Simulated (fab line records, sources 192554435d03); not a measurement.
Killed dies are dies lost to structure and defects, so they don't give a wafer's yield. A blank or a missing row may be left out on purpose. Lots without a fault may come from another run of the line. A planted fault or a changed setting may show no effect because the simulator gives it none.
fab line records | flow n5_finfet
record lots=24 wafers=72 last_day=19
route steps=1938 shown BEOL_M1@754
lots that met no fault: from a run of the same line without faults
start_h: hours from the record's first day to the start of the lot's first wafer shown | wait_h: hours since the lot's step before | " the same as in the row above | L1.1+2: a row that stands for several wafers | - no value, or no start given | * or withheld: withheld | < > ~ a bound
route shown NAME@n: a module of which the file shows steps, and the number in the route of the first | usual: mean/standard deviation of fault-free wafers | same: alike in all rows | chamber/n: place in a boat | sites: the reading at each site | _std_site: their standard deviation | _edge_site: outer sites' mean less inner sites' | radius_mm: how far each site lies from the wafer's centre | mask NAME#n: copy n | behind: the tool/chamber that last shaped the wafer | hold: why the lot was held/for how many hours/how that ended | device: the transistor (n, p or np) that didn't switch | end of line: the same wafers' tests at the end of the route | a step without rows: its recipe alone | killed: dies lost to structure and defects at the first sort, not the wafer's yield | map: a wafer's dies, x killed, . not, _ none there
set.NAME: the setting as run; set.NAME@STEP: as run at that earlier step | model.NAME: the simulator's own value behind a step, which no gauge read
steps of the route over a sample of lots; a table a step, a row a wafer
services: from which hour (start_h, from the record's first day; less than 0 if before it) a tool's chamber was out of use, for how many hours, and why
## steps
# step N5_BEOL_M1_HM_DEP_02
# recipe material=TiN target_thk_a=200 temp_c=25 chamber_pressure_pa=0.49996
# usual throttle_valve_pct=29.9/0.71
# columns lot.wafer tool chamber start_h wait_h throttle_valve_pct
L074.4 pvd_sputter-02 - 118.04 0.6 29.7
L074.5 " - " " 29.0
L074.6 " - " " 31.1
L075.1 pvd_sputter-02 - 129.08 1.4 30.2
L075.2 " - " " 31.0
L075.6 " - " " 31.0
L076.3 pvd_sputter-02 - 129.48 1.1 29.5
L076.4 " - " " 30.2
L076.6 " - " " 29.5
L077.1 pvd_sputter-03 - 138.08 1.3 28.9
L077.2 " - " " 29.1
L077.3 " - " " 30.3
L078.2 pvd_sputter-02 - 150.04 2.0 30.8
L078.3 " - " " 28.9
L078.6 " - " " 29.5
L079.1 pvd_sputter-03 - 151.77 0.9 31.0
L079.3 " - " " 28.9
L079.4 " - " " 30.0
L081.1 pvd_sputter-03 - 167.88 2.3 30.9
L081.4 " - " " 30.0
L081.5 " - " " 28.7
L080.1 pvd_sputter-02 - 169.37 0.8 30.3
L080.4 " - " " 30.2
L080.5 " - " " 29.5
L082.1 pvd_sputter-01 - 173.01 0.7 30.6
L082.3 " - " " 29.9
L082.4 " - " " 30.7
L083.2 pvd_sputter-01 - 175.21 2.5 30.0
L083.5 " - " " 30.0
L083.6 " - " " 30.7
L084.1 pvd_sputter-02 - 188.02 1.6 30.0
L084.3 " - " " 29.1
L084.6 " - " " 30.1
L085.2 pvd_sputter-03 - 194.30 1.0 28.8
L085.4 " - " " 28.8
L085.5 " - " " 30.3
L086.1 pvd_sputter-01 - 194.46 0.9 30.5
L086.2 " - " " 30.0
L086.3 " - " " 30.6
L087.1 pvd_sputter-01 - 199.06 1.1 29.7
L087.4 " - " " 30.7
L087.5 " - " " 30.4
L088.1 pvd_sputter-03 - 208.33 0.9 28.8
L088.4 " - " " 31.1
L088.5 " - " " 30.0
L089.1 pvd_sputter-02 - 212.33 0.9 30.2
L089.3 " - " " 29.4
L089.6 " - " " 31.1
L090.2 pvd_sputter-01 - 217.59 1.7 29.7
L090.3 " - " " 30.7
L090.6 " - " " 30.0
L091.4 pvd_sputter-03 - 224.32 0.4 31.0
L091.5 " - " " 30.5
L091.6 " - " " 28.9
L092.1 pvd_sputter-01 - 236.87 2.0 30.8
L092.3 " - " " 29.9
L092.6 " - " " 29.9
L093.2 pvd_sputter-03 - 239.99 0.6 28.7
L093.4 " - " " 29.2
L093.6 " - " " 29.0
L094.4 pvd_sputter-03 - 246.83 0.6 29.0
L094.5 " - " " 29.0
L094.6 " - " " 30.8
L095.1 pvd_sputter-01 - 249.74 0.6 30.1
L095.2 " - " " 30.6
L095.4 " - " " 30.6
L096.2 pvd_sputter-03 - 258.39 1.6 30.9
L096.5 " - " " 28.7
L096.6 " - " " 30.0
L097.2 pvd_sputter-02 - 262.02 1.6 30.4
L097.4 " - " " 29.8
L097.6 " - " " 29.3
# step N5_BEOL_M1_INSPECT_30
# recipe mode=adi inspect_instrument=brightfield
# usual raw_defect_count=397/81
# columns lot.wafer tool chamber start_h wait_h raw_defect_count
L074.4 defect_inspect-01 - 119.52 0.0 392
L074.5 " - " " 440
L074.6 " - " " 415
L075.1 defect_inspect-01 - 130.81 0.1 474
L075.2 " - " " 359
L075.6 " - " " 412
L076.3 defect_inspect-01 - 131.57 0.1 413
L076.4 " - " " 372
L076.6 " - " " 365
L077.1 defect_inspect-01 - 139.79 0.1 445
L077.2 " - " " 350
L077.3 " - " " 480
L078.2 defect_inspect-02 - 151.41 0.0 308
L078.3 " - " " 388
L078.6 " - " " 474
L079.1 defect_inspect-01 - 153.27 0.1 321
L079.3 " - " " 429
L079.4 " - " " 413
L081.1 defect_inspect-02 - 169.53 0.1 552
L081.4 " - " " 464
L081.5 " - " " 365
L080.1 defect_inspect-01 - 170.84 0.1 409
L080.4 " - " " 391
L080.5 " - " " 283
L082.1 defect_inspect-02 - 174.35 0.1 364
L082.3 " - " " 515
L082.4 " - " " 429
L083.2 defect_inspect-02 - 176.80 0.0 526
L083.5 " - " " 526
L083.6 " - " " 558
L084.1 defect_inspect-02 - 189.44 0.1 283
L084.3 " - " " 389
L084.6 " - " " 299
L085.2 defect_inspect-01 - 195.70 0.1 327
L085.4 " - " " 307
L085.5 " - " " 335
L086.1 defect_inspect-01 - 195.95 0.1 273
L086.2 " - " " 347
L086.3 " - " " 296
L087.1 defect_inspect-02 - 200.70 0.1 374
L087.4 " - " " 456
L087.5 " - " " 413
L088.1 defect_inspect-01 - 210.00 0.1 407
L088.4 " - " " 356
L088.5 " - " " 498
L089.1 defect_inspect-02 - 213.83 0.1 468
L089.3 " - " " 449
L089.6 " - " " 352
L090.2 defect_inspect-01 - 219.31 0.0 334
L090.3 " - " " 478
L090.6 " - " " 285
L091.4 defect_inspect-01 - 225.95 0.0 457
L091.5 " - " " 291
L091.6 " - " " 348
L092.1 defect_inspect-01 - 238.48 0.1 287
L092.3 " - " " 427
L092.6 " - " " 322
L093.2 defect_inspect-02 - 241.47 0.0 358
L093.4 " - " " 334
L093.6 " - " " 435
L094.4 defect_inspect-01 - 248.20 0.0 371
L094.5 " - " " 229
L094.6 " - " " 403
L095.1 defect_inspect-02 - 251.46 0.1 352
L095.2 " - " " 360
L095.4 " - " " 395
L096.2 defect_inspect-02 - 260.08 0.0 445
L096.5 " - " " 398
L096.6 " - " " 396
L097.2 defect_inspect-02 - 263.54 0.0 348
L097.4 " - " " 373
L097.6 " - " " 314
# step N5_BEOL_M1_DESCUM_33
# recipe chemistry=O2 time_s=7 source_power_w=50 bias_power_w=20 pressure_mtorr=20 rf_frequency_hz=2.712e+07 temp_c=40 resist=CAR-EUV o2_flow_sccm=225
# usual drypump_motor_current_A=5.5/0.38 oes_product_au=0.78/0.083 rf_vpp_V=243.3/1.3 showerhead_plenum_p_Torr=2.08/0.06 throttle_valve_pct=20.42/0.28
# columns lot.wafer tool chamber start_h wait_h drypump_motor_current_A oes_product_au rf_hours_counter_h rf_vpp_V showerhead_plenum_p_Torr throttle_valve_pct
L074.4 rie_diel-01 2 119.55 0.0 5.1 0.90 48 244.4 2.11 20.27
L074.5 " 2 " " 5.1 0.89 - 244.5 2.11 20.26
L074.6 " 1 " " 5.8 0.79 - 244.7 2.19 20.48
L075.1 rie_diel-01 0 130.85 0.0 6.3 0.67 259 241.8 2.06 20.39
L075.2 " 2 " " 5.1 0.88 52 244.3 2.10 20.28
L075.6 " 0 " " 6.3 0.67 - 243.2 2.06 20.38
L076.3 rie_diel-06 1 131.61 0.0 5.7 0.70 222 243.6 2.05 20.26
L076.4 " 2 " " 5.4 0.86 39 243.2 2.14 20.13
L076.6 " 1 " " 5.7 0.71 - 241.4 2.06 20.26
L077.1 rie_diel-04 0 139.82 0.0 5.3 0.69 216 243.5 2.15 20.86
L077.2 " 1 " " 5.6 0.69 231 245.9 2.15 20.83
L077.3 " 2 " " 5.6 0.77 130 242.0 2.00 20.23
L078.2 rie_diel-01 1 151.54 0.1 5.8 0.77 142 243.4 2.19 20.50
L078.3 " 2 " " 5.1 0.87 59 244.3 2.10 20.28
L078.6 " 3 " " 5.3 0.87 - 244.2 2.10 20.25
L079.1 rie_diel-04 0 153.30 0.0 5.3 0.70 221 243.3 2.15 20.87
L079.3 " 1 " " 5.6 0.69 236 244.7 2.15 20.82
L079.4 " 1 " " 5.6 0.70 - 242.9 2.15 20.86
L081.1 rie_diel-01 0 169.57 0.0 6.4 0.99 2 243.1 2.05 19.97
L081.4 " 2 " " 5.1 0.86 65 243.5 2.10 20.29
L081.5 " 2 " " 5.1 0.86 - 244.5 2.10 20.29
L080.1 rie_diel-04 3 170.88 0.0 5.2 0.98 3 242.1 2.06 20.30
L080.4 " 0 " " 5.3 0.69 225 243.9 2.15 20.87
L080.5 " 3 " " 5.1 0.97 - 242.3 2.06 20.29
L082.1 rie_diel-06 3 174.39 0.0 4.9 0.73 179 243.0 2.05 20.34
L082.3 " 2 " " 5.3 0.85 51 244.7 2.14 20.15
L082.4 " 1 " " 5.7 0.70 234 242.0 2.05 20.29
L083.2 rie_diel-04 2 176.84 0.0 5.6 0.75 141 241.9 2.00 20.25
L083.5 " 3 " " 5.1 0.96 - 242.3 2.06 20.28
L083.6 " 0 " " 5.3 0.69 - 244.2 2.15 20.87
L084.1 rie_diel-01 0 189.47 0.0 6.3 0.97 8 243.4 2.05 19.97
L084.3 " 3 " " 5.3 0.85 92 243.0 2.09 20.26
L084.6 " 1 " " 5.8 0.76 - 244.7 2.18 20.53
L085.2 rie_diel-06 3 195.73 0.0 4.9 0.73 185 243.3 2.05 20.36
L085.4 " 0 " " 5.5 0.73 182 241.5 2.00 20.90
L085.5 " 0 " " 5.5 0.73 - 241.5 2.00 20.89
L086.1 rie_diel-06 0 195.98 0.0 5.5 0.73 182 242.2 2.00 20.89
L086.2 " 2 " " 5.4 0.84 56 244.7 2.14 20.17
L086.3 " 1 " " 5.7 0.70 238 242.0 2.05 20.28
L087.1 rie_diel-06 3 200.74 0.0 4.9 0.72 187 244.1 2.05 20.35
L087.4 " 1 " " 5.8 0.69 240 243.3 2.05 20.29
L087.5 " 3 " " 4.9 0.72 - 242.6 2.05 20.37
L088.1 rie_diel-06 1 210.04 0.0 5.8 0.69 243 243.6 2.05 20.30
L088.4 " 2 " " 5.3 0.84 61 244.9 2.14 20.16
L088.5 " 3 " " 4.9 0.72 - 243.3 2.05 20.36
L089.1 rie_diel-06 2 213.86 0.0 5.3 0.84 62 243.7 2.14 20.15
L089.3 " 1 " " 5.7 0.69 244 241.6 2.05 20.29
L089.6 " 1 " " 5.7 0.70 - 244.8 2.05 20.30
L090.2 rie_diel-04 3 219.35 0.0 5.2 0.91 20 242.9 2.06 20.31
L090.3 " 0 " " 5.3 0.69 242 245.5 2.14 20.89
L090.6 " 0 " " 5.3 0.68 - 244.9 2.14 20.88
L091.4 rie_diel-01 2 225.98 0.0 5.1 0.84 84 244.7 2.09 20.31
L091.5 " 0 " " 6.3 0.92 - 242.1 2.05 19.96
L091.6 " 1 " " 5.8 0.75 - 246.3 2.18 20.55
L092.1 rie_diel-06 0 238.53 0.1 5.5 0.72 197 242.5 1.99 20.90
L092.3 " 2 " " 5.3 0.83 70 244.3 2.13 20.17
L092.6 " 3 " " 4.9 0.72 - 242.1 2.05 20.37
L093.2 rie_diel-01 0 241.50 0.0 6.3 0.91 25 243.5 2.05 19.98
L093.4 " 2 " " 5.1 0.84 - 244.6 2.09 20.33
L093.6 " 1 " " 5.8 0.75 - 244.2 2.18 20.56
L094.4 rie_diel-06 3 248.25 0.0 4.9 0.70 - 241.9 2.04 20.37
L094.5 " 2 " " 5.4 0.83 - 243.4 2.13 20.19
L094.6 " 0 " " 5.5 0.71 - 242.1 1.99 20.91
L095.1 rie_diel-01 3 251.50 0.0 5.3 0.83 112 244.9 2.09 20.28
L095.2 " 1 " " 5.8 0.74 175 243.4 2.18 20.55
L095.4 " 0 " " 6.3 0.91 28 241.4 2.05 20.00
L096.2 rie_diel-06 2 260.12 0.0 5.4 0.82 79 244.5 2.13 20.16
L096.5 " 3 " " 4.9 0.71 - 243.2 2.04 20.38
L096.6 " 2 " " 5.3 0.82 - 242.6 2.13 20.20
L097.2 rie_diel-01 0 263.58 0.0 6.4 0.90 33 242.8 2.04 20.01
L097.4 " 2 " " 5.1 0.82 96 243.6 2.09 20.35
L097.6 " 3 " " 5.2 0.82 - 243.8 2.08 20.31
# step N5_BEOL_M1_STRIP_97
# recipe chemistry=N2/H2 time_s=10 power_w=450 temp_c=40 pressure_mtorr=20 rf_frequency_hz=6e+07 bias_power_w=7 n2_flow_sccm=200 h2_flow_sccm=200
# usual drypump_motor_current_A=5.5/0.37 oes_product_au=0.79/0.085 rf_vpp_V=59.3/0.84 showerhead_plenum_p_Torr=2.54/0.076 throttle_valve_pct=23.8/0.43
# columns lot.wafer tool chamber start_h wait_h drypump_motor_current_A oes_product_au rf_hours_counter_h rf_vpp_V showerhead_plenum_p_Torr throttle_valve_pct
L074.4 rie_diel-04 1 - - 5.6 0.71 227 60.4 2.60 23.7
L074.5 " 1 " " 5.6 0.71 - 59.0 2.60 23.7
L074.6 " 0 " " 5.3 0.70 - 58.4 2.64 24.3
L075.1 rie_diel-04 0 - - 5.3 0.71 215 60.0 2.64 24.3
L075.2 " 2 " " 5.6 0.76 129 60.5 2.43 23.7
L075.6 " 0 " " 5.3 0.71 - 58.5 2.64 24.3
L076.3 rie_diel-04 0 - - 5.3 0.71 215 60.2 2.64 24.3
L076.4 " 0 " " 5.3 0.70 - 60.7 2.64 24.4
L076.6 " 1 " " 5.6 0.69 - 58.8 2.60 23.7
L077.1 rie_diel-04 1 - - 5.6 0.69 232 61.0 2.60 23.7
L077.2 " 2 " " 5.6 0.76 131 57.3 2.43 23.7
L077.3 " 0 " " 5.3 0.70 217 60.1 2.64 24.3
L079.1 rie_diel-01 2 - - 5.1 0.87 60 58.1 2.58 24.0
L079.3 " 1 " " 5.8 0.77 143 59.9 2.65 23.9
L079.4 " 3 " " 5.2 0.86 - 58.2 2.58 23.9
L078.2 rie_diel-04 0 - - 5.3 0.70 222 58.9 2.63 24.3
L078.3 " 1 " " 5.6 0.69 237 59.9 2.59 23.7
L078.6 " 2 " " 5.6 0.76 - 59.1 2.43 23.7
L081.1 rie_diel-06 3 - - 4.9 0.73 182 59.5 2.52 23.6
L081.4 " 2 " " 5.3 0.84 53 59.5 2.57 23.2
L081.5 " 0 " " 5.5 0.73 - 57.9 2.42 24.4
L080.1 rie_diel-01 2 - - 5.1 0.86 72 58.2 2.57 24.0
L080.4 " 3 " " 5.3 0.85 93 59.6 2.57 23.9
L080.5 " 0 " " 6.3 0.97 - 59.3 2.45 22.8
L083.2 rie_diel-04 3 - - 5.2 0.95 9 60.7 2.51 23.8
L083.5 " 1 " " 5.6 0.69 - 60.4 2.59 23.7
L083.6 " 0 " " 5.3 0.69 - 60.3 2.63 24.4
L082.1 rie_diel-01 3 - - 5.3 0.85 94 58.6 2.57 23.9
L082.3 " 2 " " 5.1 0.86 73 59.7 2.57 24.0
L082.4 " 0 " " 6.4 0.96 9 58.2 2.45 22.8
L084.1 rie_diel-04 3 - - 5.1 0.93 17 58.0 2.51 23.8
L084.3 " 0 " " 5.3 0.69 239 58.9 2.62 24.4
L084.6 " 3 " " 5.1 0.92 - 59.3 2.51 23.8
L085.2 rie_diel-04 0 - - 5.3 0.69 241 59.6 2.62 24.3
L085.4 " 0 " " 5.3 0.69 - 58.6 2.62 24.3
L085.5 " 3 " " 5.2 0.92 - 59.1 2.51 23.8
L086.1 rie_diel-06 3 - - 4.9 0.72 192 58.1 2.51 23.6
L086.2 " 1 " " 5.8 0.70 245 59.1 2.47 23.3
L086.3 " 0 " " 5.5 0.72 190 59.8 2.42 24.4
L087.1 rie_diel-01 2 - - 5.1 0.84 81 59.0 2.57 24.1
L087.4 " 1 " " 5.8 0.76 163 59.1 2.64 24.0
L087.5 " 1 " " 5.8 0.75 - 59.6 2.64 24.0
L088.1 rie_diel-01 1 - - 5.7 0.74 164 59.5 2.64 24.0
L088.4 " 2 " " 5.1 0.84 83 59.5 2.57 24.1
L088.5 " 1 " " 5.7 0.75 - 61.4 2.64 24.0
L090.2 rie_diel-01 1 - - 5.7 0.76 165 59.9 2.64 24.0
L090.3 " 2 " " 5.1 0.84 84 59.4 2.57 24.0
L090.6 " 2 " " 5.1 0.84 - 58.6 2.57 24.0
L089.1 rie_diel-06 2 - - 5.4 0.84 68 59.6 2.57 23.2
L089.3 " 0 " " 5.5 0.72 194 58.3 2.41 24.4
L089.6 " 3 " " 4.9 0.71 - 58.1 2.51 23.6
L091.4 rie_diel-04 2 - - 5.6 0.73 160 58.5 2.42 23.7
L091.5 " 1 " " 5.6 0.99 - 60.9 2.59 23.3
L091.6 " 2 " " 5.6 0.74 - 58.8 2.42 23.7
L092.1 rie_diel-06 0 - - 5.5 0.71 199 58.6 2.41 24.4
L092.3 " 2 " " 5.3 0.83 73 58.3 2.57 23.2
L092.6 " 0 " " 5.5 0.73 - 59.4 2.41 24.4
L093.2 rie_diel-01 0 - - 6.4 0.90 27 58.4 2.45 22.9
L093.4 " 1 " " 5.7 0.75 174 61.1 2.63 24.0
L093.6 " 3 " " 5.3 0.83 - 59.7 2.57 23.9
L094.4 rie_diel-06 3 - - 4.9 0.71 - 60.2 2.51 23.6
L094.5 " 0 " " 5.5 0.72 - 58.4 2.41 24.4
L094.6 " 2 " " 5.3 0.83 - 59.3 2.57 23.2
L095.1 rie_diel-01 2 - - 5.1 0.82 92 60.3 2.56 24.0
L095.2 " 0 " " 6.3 0.89 30 57.7 2.45 22.9
L095.4 " 1 " " 5.8 0.74 176 59.8 2.63 24.0
L096.2 rie_diel-01 3 - - 5.3 0.82 116 59.9 2.56 23.9
L096.5 " 0 " " 6.4 0.90 - 58.8 2.44 22.9
L096.6 " 1 " " 5.8 0.74 - 59.6 2.63 24.0
L097.2 rie_diel-01 2 - - 5.1 0.83 99 59.8 2.56 24.1
L097.4 " 1 " " 5.8 0.73 183 59.5 2.63 24.0
L097.6 " 0 " " 6.3 0.89 - 59.2 2.44 22.9
# step N5_BEOL_M1_DEGAS_44
# recipe ambient=vacuum temp_c=250 time_s=60
# usual heater_power_w=322/20
# columns lot.wafer tool chamber start_h wait_h heater_power_w
L074.4 pvd_sputter-01 - 125.48 0.1 338
L074.5 " - " " 354
L074.6 " - " " 332
L075.1 pvd_sputter-01 - 138.25 0.4 333
L075.2 " - " " 350
L075.6 " - " " 348
L076.3 pvd_sputter-03 - 138.38 0.2 339
L076.4 " - " " 347
L076.6 " - " " 318
L077.1 pvd_sputter-02 - 142.93 0.4 309
L077.2 " - " " 282
L077.3 " - " " 332
L079.1 pvd_sputter-02 - 156.34 0.3 318
L079.3 " - " " 300
L079.4 " - " " 283
L078.2 pvd_sputter-02 - 161.30 0.3 311
L078.3 " - " " 283
L078.6 " - " " 289
L081.1 pvd_sputter-03 - 184.86 0.5 342
L081.4 " - " " 326
L081.5 " - " " 316
L080.1 pvd_sputter-03 - 191.26 0.3 332
L080.4 " - " " 344
L080.5 " - " " 354
L083.2 pvd_sputter-02 - 191.34 0.4 302
L083.5 " - " " 307
L083.6 " - " " 309
L082.1 pvd_sputter-02 - 195.04 0.5 284
L082.3 " - " " 313
L082.4 " - " " 325
L084.1 pvd_sputter-01 - 213.85 0.1 317
L084.3 " - " " 345
L084.6 " - " " 336
L085.2 pvd_sputter-02 - 218.49 0.1 333
L085.4 " - " " 283
L085.5 " - " " 281
L086.1 pvd_sputter-02 - 218.57 0.2 309
L086.2 " - " " 289
L086.3 " - " " 307
L087.1 pvd_sputter-01 - 221.09 2.5 333
L087.4 " - " " 333
L087.5 " - " " 350
L088.1 pvd_sputter-01 - 224.55 0.2 340
L088.4 " - " " 322
L088.5 " - " " 355
L090.2 pvd_sputter-02 - 227.39 0.4 327
L090.3 " - " " 295
L090.6 " - " " 314
L089.1 pvd_sputter-02 - 234.27 0.4 328
L089.3 " - " " 277
L089.6 " - " " 301
L091.4 pvd_sputter-02 - 234.87 0.5 336
L091.5 " - " " 314
L091.6 " - " " 325
L092.1 pvd_sputter-02 - 245.85 1.0 313
L092.3 " - " " 312
L092.6 " - " " 297
L093.2 pvd_sputter-01 - 249.18 0.6 360
L093.4 " - " " 340
L093.6 " - " " 321
L094.4 pvd_sputter-01 - 249.34 0.3 341
L094.5 " - " " 330
L094.6 " - " " 340
L095.1 pvd_sputter-02 - 255.61 0.4 292
L095.2 " - " " 311
L095.4 " - " " 322
L096.2 pvd_sputter-01 - 262.34 0.4 334
L096.5 " - " " 342
L096.6 " - " " 335
L097.2 pvd_sputter-03 - 275.25 0.4 344
L097.4 " - " " 317
L097.6 " - " " 349
# step N5_BEOL_M1_PRE_CLEAN_45
# recipe gas=H2/He time_s=30 temp_c=250
# usual heater_power_w=322/19
# columns lot.wafer tool chamber start_h wait_h heater_power_w
L074.4 pvd_sputter-01 - 125.52 0.0 340
L074.5 " - " " 356
L074.6 " - " " 324
L075.1 pvd_sputter-01 - 138.29 0.0 339
L075.2 " - " " 347
L075.6 " - " " 350
L076.3 pvd_sputter-03 - 138.42 0.0 342
L076.4 " - " " 349
L076.6 " - " " 317
L077.1 pvd_sputter-02 - 142.97 0.0 305
L077.2 " - " " 290
L077.3 " - " " 325
L079.1 pvd_sputter-02 - 156.38 0.0 306
L079.3 " - " " 312
L079.4 " - " " 283
L078.2 pvd_sputter-02 - 161.34 0.0 304
L078.3 " - " " 286
L078.6 " - " " 283
L081.1 pvd_sputter-03 - 184.90 0.0 344
L081.4 " - " " 324
L081.5 " - " " 318
L080.1 pvd_sputter-03 - 191.30 0.0 319
L080.4 " - " " 345
L080.5 " - " " 351
L083.2 pvd_sputter-02 - 191.38 0.0 305
L083.5 " - " " 306
L083.6 " - " " 309
L082.1 pvd_sputter-02 - 195.08 0.0 281
L082.3 " - " " 310
L082.4 " - " " 318
L084.1 pvd_sputter-01 - 213.89 0.0 327
L084.3 " - " " 331
L084.6 " - " " 326
L085.2 pvd_sputter-02 - 218.53 0.0 323
L085.4 " - " " 281
L085.5 " - " " 291
L086.1 pvd_sputter-02 - 218.61 0.0 311
L086.2 " - " " 289
L086.3 " - " " 310
L087.1 pvd_sputter-01 - 221.13 0.0 328
L087.4 " - " " 336
L087.5 " - " " 355
L088.1 pvd_sputter-01 - 224.59 0.0 334
L088.4 " - " " 341
L088.5 " - " " 352
L090.2 pvd_sputter-02 - 227.43 0.0 325
L090.3 " - " " 277
L090.6 " - " " 312
L089.1 pvd_sputter-02 - 234.31 0.0 328
L089.3 " - " " 284
L089.6 " - " " 307
L091.4 pvd_sputter-02 - 234.91 0.0 334
L091.5 " - " " 316
L091.6 " - " " 320
L092.1 pvd_sputter-02 - 245.89 0.0 315
L092.3 " - " " 309
L092.6 " - " " 288
L093.2 pvd_sputter-01 - 249.22 0.0 357
L093.4 " - " " 338
L093.6 " - " " 341
L094.4 pvd_sputter-01 - 249.38 0.0 342
L094.5 " - " " 323
L094.6 " - " " 337
L095.1 pvd_sputter-02 - 255.65 0.0 288
L095.2 " - " " 310
L095.4 " - " " 328
L096.2 pvd_sputter-01 - 262.38 0.0 320
L096.5 " - " " 322
L096.6 " - " " 335
L097.2 pvd_sputter-03 - 275.29 0.0 337
L097.4 " - " " 312
L097.6 " - " " 351
## services
# columns tool chamber start_h hours kind
rie_diel-01 3 104.50 11.1 repair
rie_diel-04 1 105.80 7.0 repair
rie_diel-06 - 111.06 0.4 repair
rie_diel-04 3 133.98 - clean
rie_diel-04 3 133.98 - consumable_replace:focus_ring
rie_diel-04 3 133.98 22.4 scheduled_down
rie_diel-04 3 133.98 22.4 vent_cycle
rie_diel-01 0 136.49 4.9 repair
pvd_sputter-03 - 138.56 1.3 repair
rie_diel-01 0 141.71 - clean
rie_diel-01 0 141.71 - consumable_replace:focus_ring
rie_diel-01 0 141.71 21.7 scheduled_down
rie_diel-01 0 141.71 21.7 vent_cycle
rie_diel-06 0 168.69 3.0 repair
pvd_sputter-03 - 178.82 0.5 repair
rie_diel-04 1 202.99 - clean
rie_diel-04 1 202.99 - consumable_replace:focus_ring
rie_diel-01 2 227.08 5.1 repair
rie_diel-06 1 234.66 - clean
rie_diel-06 1 234.66 - consumable_replace:focus_ring
rie_diel-06 1 234.66 20.9 scheduled_down
rie_diel-06 1 234.66 20.9 vent_cycle
rie_diel-01 3 236.89 6.2 repair
rie_diel-04 2 263.90 132.0 repair
## key
fault none
